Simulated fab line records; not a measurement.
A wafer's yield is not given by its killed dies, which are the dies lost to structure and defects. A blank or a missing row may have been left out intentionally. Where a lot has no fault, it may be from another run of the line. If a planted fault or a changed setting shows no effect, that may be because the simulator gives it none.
Chamber matching :: flow nand harc :: 4 sister chambers for NHARC_P_BONDPAD_STRIP_15 on rie diel-12
The step strips in O2. 4 wafers are shown with their chamber, then 7 later ones without.

== WAFERS PAIRED WITH THEIR CHAMBERS ==
wafer: L089.3
chamber: 0
showerhead plenum p Torr (Torr): 3.64

wafer: L089.5
chamber: 1
showerhead plenum p Torr (Torr): 3.51

wafer: L093.2
chamber: 2
showerhead plenum p Torr (Torr): 3.50

wafer: L093.3
chamber: 3
showerhead plenum p Torr (Torr): 3.57

== WAFERS WITHOUT THEIR CHAMBER ==
wafer: L093.6
showerhead plenum p Torr (Torr): 3.51

wafer: L095.2
showerhead plenum p Torr (Torr): 3.63

wafer: L095.3
showerhead plenum p Torr (Torr): 3.51

wafer: L095.6
showerhead plenum p Torr (Torr): 3.63

wafer: L097.2
showerhead plenum p Torr (Torr): 3.63

wafer: L097.5
showerhead plenum p Torr (Torr): 3.63

wafer: L097.6
showerhead plenum p Torr (Torr): 3.57

== CHAMBER TAKEN BY EACH ==
wafer: L093.6
from the rows above: can't be placed: 1 or 2
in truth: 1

wafer: L095.2
from the rows above: 0
in truth: 0

wafer: L095.3
from the rows above: can't be placed: 1 or 2
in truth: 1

wafer: L095.6
from the rows above: 0
in truth: 0

wafer: L097.2
from the rows above: 0
in truth: 0

wafer: L097.5
from the rows above: 0
in truth: 0

wafer: L097.6
from the rows above: 3
in truth: 3
Placed correctly: 5 of 7. Unplaceable from these rows: 2, with the true chamber sitting among the candidates in 2. Number placed wrongly: 0.
How it was worked out, from the rows above alone: a wafer's distance from a chamber is the root of the sum, over the readings, of the square of ((its reading less the chamber's mean) divided by the reading's scatter). The wafer belongs to the nearest chamber; if the next one is less than 2 further off, it can't be placed. Each chamber's mean is taken over the wafers shown for it. The scatter: root of mean squared gap, hidden wafer to nearest shown wafer, with one shown wafer a chamber.
